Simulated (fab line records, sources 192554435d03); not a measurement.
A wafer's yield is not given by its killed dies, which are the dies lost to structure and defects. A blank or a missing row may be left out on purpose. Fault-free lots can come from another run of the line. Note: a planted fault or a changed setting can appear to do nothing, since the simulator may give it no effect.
Lot-split experiment / flow n5-finfet / 7 lots, 39 wafers read, on a route of 1938 steps

SPLIT DETAILS
At N5_BEOL_M13_SPUTTER_44 (material Ta, target thk 10 nm, time 16.13 s), the setting target-thk-a was moved away from the recipe's 100 angstrom on 12 of the 39 wafers read, by -50.9% to +30.1%. All remaining wafers had this setting at the recipe value.

FROM THE SPLIT TO THE READING: what the file shows between them, 3 steps
- N5_BEOL_M13_SPUTTER_45: material Cu, target thk 80 nm, time 13.33 s
- N5_BEOL_M13_ECD_47: material Cu, target thk 936 nm
- N5_BEOL_M13_ANNEAL_48: time 90 s

THE READING
barrier-field-endpoint-s, in s, at N5_BEOL_M13_CMP_49 (polishes, stops on SiOC, t overpolish 17.1 s, target thk 420 nm). On this fab line, fault-free wafers typically give 30.2 s with a standard deviation of 0.79 s.

wafer=L081.1; tool, chamber at the split=pvd-sputter-01, -; target-thk-a as run, angstrom=49.55; against the recipe=-50.4%; barrier-field-endpoint-s, s=24.8; against lot-mates on the recipe=-5.7
wafer=L081.4; tool, chamber at the split=pvd-sputter-01, -; target-thk-a as run, angstrom=49.55; against the recipe=-50.4%; barrier-field-endpoint-s, s=25.2; against lot-mates on the recipe=-5.3
wafer=L081.3; tool, chamber at the split=pvd-sputter-01, -; target-thk-a as run, angstrom=100; against the recipe=recipe; barrier-field-endpoint-s, s=30.6; against lot-mates on the recipe=-
wafer=L081.2; tool, chamber at the split=pvd-sputter-01, -; target-thk-a as run, angstrom=100; against the recipe=recipe; barrier-field-endpoint-s, s=29.8; against lot-mates on the recipe=-
wafer=L081.6; tool, chamber at the split=pvd-sputter-01, -; target-thk-a as run, angstrom=100; against the recipe=recipe; barrier-field-endpoint-s, s=31.0; against lot-mates on the recipe=-
wafer=L081.5; tool, chamber at the split=pvd-sputter-01, -; target-thk-a as run, angstrom=49.55; against the recipe=-50.4%; barrier-field-endpoint-s, s=24.7; against lot-mates on the recipe=-5.8
wafer=L082.4; tool, chamber at the split=pvd-sputter-02, -; target-thk-a as run, angstrom=100; against the recipe=recipe; barrier-field-endpoint-s, s=30.2; against lot-mates on the recipe=-
wafer=L082.3; tool, chamber at the split=pvd-sputter-02, -; target-thk-a as run, angstrom=100; against the recipe=recipe; barrier-field-endpoint-s, s=30.7; against lot-mates on the recipe=-
wafer=L082.2; tool, chamber at the split=pvd-sputter-02, -; target-thk-a as run, angstrom=100; against the recipe=recipe; barrier-field-endpoint-s, s=29.5; against lot-mates on the recipe=-
wafer=L082.1; tool, chamber at the split=pvd-sputter-02, -; target-thk-a as run, angstrom=100; against the recipe=recipe; barrier-field-endpoint-s, s=30.7; against lot-mates on the recipe=-
wafer=L082.6; tool, chamber at the split=pvd-sputter-02, -; target-thk-a as run, angstrom=100; against the recipe=recipe; barrier-field-endpoint-s, s=31.2; against lot-mates on the recipe=-
wafer=L082.5; tool, chamber at the split=pvd-sputter-02, -; target-thk-a as run, angstrom=100; against the recipe=recipe; barrier-field-endpoint-s, s=30.5; against lot-mates on the recipe=-
wafer=L083.1; tool, chamber at the split=pvd-sputter-01, -; target-thk-a as run, angstrom=130.1; against the recipe=+30.1%; barrier-field-endpoint-s, s=32.2; against lot-mates on the recipe=+2.7
wafer=L083.2; tool, chamber at the split=pvd-sputter-01, -; target-thk-a as run, angstrom=100; against the recipe=recipe; barrier-field-endpoint-s, s=28.7; against lot-mates on the recipe=-
wafer=L083.3; tool, chamber at the split=pvd-sputter-01, -; target-thk-a as run, angstrom=100; against the recipe=recipe; barrier-field-endpoint-s, s=28.8; against lot-mates on the recipe=-
wafer=L083.4; tool, chamber at the split=pvd-sputter-01, -; target-thk-a as run, angstrom=100; against the recipe=recipe; barrier-field-endpoint-s, s=31.0; against lot-mates on the recipe=-
wafer=L083.5; tool, chamber at the split=pvd-sputter-01, -; target-thk-a as run, angstrom=130.1; against the recipe=+30.1%; barrier-field-endpoint-s, s=32.4; against lot-mates on the recipe=+2.9
wafer=L083.6; tool, chamber at the split=pvd-sputter-01, -; target-thk-a as run, angstrom=130.1; against the recipe=+30.1%; barrier-field-endpoint-s, s=32.3; against lot-mates on the recipe=+2.8
wafer=L084.4; tool, chamber at the split=pvd-sputter-02, -; target-thk-a as run, angstrom=100; against the recipe=recipe; barrier-field-endpoint-s, s=29.8; against lot-mates on the recipe=-
wafer=L084.1; tool, chamber at the split=pvd-sputter-02, -; target-thk-a as run, angstrom=100; against the recipe=recipe; barrier-field-endpoint-s, s=28.5; against lot-mates on the recipe=-
wafer=L084.3; tool, chamber at the split=pvd-sputter-02, -; target-thk-a as run, angstrom=49.09; against the recipe=-50.9%; barrier-field-endpoint-s, s=22.1; against lot-mates on the recipe=-6.7
wafer=L084.2; tool, chamber at the split=pvd-sputter-02, -; target-thk-a as run, angstrom=49.09; against the recipe=-50.9%; barrier-field-endpoint-s, s=23.0; against lot-mates on the recipe=-5.8
wafer=L084.6; tool, chamber at the split=pvd-sputter-02, -; target-thk-a as run, angstrom=49.09; against the recipe=-50.9%; barrier-field-endpoint-s, s=23.0; against lot-mates on the recipe=-5.8
wafer=L084.5; tool, chamber at the split=pvd-sputter-02, -; target-thk-a as run, angstrom=100; against the recipe=recipe; barrier-field-endpoint-s, s=28.2; against lot-mates on the recipe=-
wafer=L079.4; tool, chamber at the split=pvd-sputter-03, -; target-thk-a as run, angstrom=100; against the recipe=recipe; barrier-field-endpoint-s, s=29.4; against lot-mates on the recipe=-
wafer=L079.2; tool, chamber at the split=pvd-sputter-03, -; target-thk-a as run, angstrom=100; against the recipe=recipe; barrier-field-endpoint-s, s=29.4; against lot-mates on the recipe=-
wafer=L079.1; tool, chamber at the split=pvd-sputter-03, -; target-thk-a as run, angstrom=100; against the recipe=recipe; barrier-field-endpoint-s, s=29.7; against lot-mates on the recipe=-
wafer=L079.3; tool, chamber at the split=pvd-sputter-03, -; target-thk-a as run, angstrom=100; against the recipe=recipe; barrier-field-endpoint-s, s=28.8; against lot-mates on the recipe=-
wafer=L079.6; tool, chamber at the split=pvd-sputter-03, -; target-thk-a as run, angstrom=100; against the recipe=recipe; barrier-field-endpoint-s, s=29.9; against lot-mates on the recipe=-
wafer=L079.5; tool, chamber at the split=pvd-sputter-03, -; target-thk-a as run, angstrom=100; against the recipe=recipe; barrier-field-endpoint-s, s=28.5; against lot-mates on the recipe=-
wafer=L086.1; tool, chamber at the split=pvd-sputter-02, -; target-thk-a as run, angstrom=100; against the recipe=recipe; barrier-field-endpoint-s, s=30.4; against lot-mates on the recipe=-
wafer=L086.5; tool, chamber at the split=pvd-sputter-02, -; target-thk-a as run, angstrom=100; against the recipe=recipe; barrier-field-endpoint-s, s=30.3; against lot-mates on the recipe=-
wafer=L086.6; tool, chamber at the split=pvd-sputter-02, -; target-thk-a as run, angstrom=100; against the recipe=recipe; barrier-field-endpoint-s, s=30.8; against lot-mates on the recipe=-
wafer=L093.1; tool, chamber at the split=pvd-sputter-01, -; target-thk-a as run, angstrom=75.95; against the recipe=-24.0%; barrier-field-endpoint-s, s=28.8; against lot-mates on the recipe=-1.7
wafer=L093.2; tool, chamber at the split=pvd-sputter-01, -; target-thk-a as run, angstrom=100; against the recipe=recipe; barrier-field-endpoint-s, s=30.1; against lot-mates on the recipe=-
wafer=L093.3; tool, chamber at the split=pvd-sputter-01, -; target-thk-a as run, angstrom=100; against the recipe=recipe; barrier-field-endpoint-s, s=30.2; against lot-mates on the recipe=-
wafer=L093.4; tool, chamber at the split=pvd-sputter-01, -; target-thk-a as run, angstrom=75.95; against the recipe=-24.0%; barrier-field-endpoint-s, s=27.3; against lot-mates on the recipe=-3.2
wafer=L093.6; tool, chamber at the split=pvd-sputter-01, -; target-thk-a as run, angstrom=100; against the recipe=recipe; barrier-field-endpoint-s, s=31.3; against lot-mates on the recipe=-
wafer=L093.5; tool, chamber at the split=pvd-sputter-01, -; target-thk-a as run, angstrom=75.95; against the recipe=-24.0%; barrier-field-endpoint-s, s=27.3; against lot-mates on the recipe=-3.2

THE FIT
A straight line over all 39 wafers: barrier-field-endpoint-s changes by +0.111 s for each +1% of target-thk-a; r = +0.93; the points scatter about the line by 0.97 s.
The same after taking each lot's own level away (the mean of its wafers on the recipe; 39 wafers): +0.111 s for each +1%; r = +0.97; scatter 0.6 s.
That fit puts the effect of the largest move of target-thk-a on the reading at 5.7 s.
The span of the lots' own levels, 28.83 to 30.53 s, comes to 2.2 times the standard deviation stated above.
So the lot-to-lot level changes the slope little: the two slopes agree.
Check: for one of the wafers moved furthest among these (-50.9%), held out of the fit, the line's prediction against its lot-mates is -5.58 s. Against them it came out at -6.73 s.

ADDITIONAL SPLITS CARRIED BY THESE WAFERS
These wafers also went through other splits before the reading. Each is held against what the fit with the lots' levels taken away leaves over:
other split on the same wafers=N5_BEOL_M10_ETCH_62 time-s; wafers away from the commonest value=15; r with barrier-field-endpoint-s (lot level and that fit taken away)=-0.19
other split on the same wafers=N5_BEOL_M11_ETCH_66 time-s; wafers away from the commonest value=12; r with barrier-field-endpoint-s (lot level and that fit taken away)=+0.01

THE WHOLE CHAIN: every reading that the file lists as answering this split, in the file's order
step=N5_BEOL_M13_SPUTTER_44; what it does=material Ta, target thk 10 nm, time 16.13 s; reading=Ta_of_BEOL_M13_SPUTTER_44.thk-nm (the simulator's own value, which no gauge read); change (the file's fit)=+0.1 nm for each +1% of the setting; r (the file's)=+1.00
step=N5_BEOL_M13_CMP_49; what it does=polishes, stops on SiOC, t overpolish 17.1 s, target thk 420 nm; reading=barrier-field-endpoint-s; change (the file's fit)=+0.112 s for each +1% of the setting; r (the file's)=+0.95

FILE'S OWN FIT
barrier-field-endpoint-s changes by +0.112 s for each +1% of target-thk-a, r = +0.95.
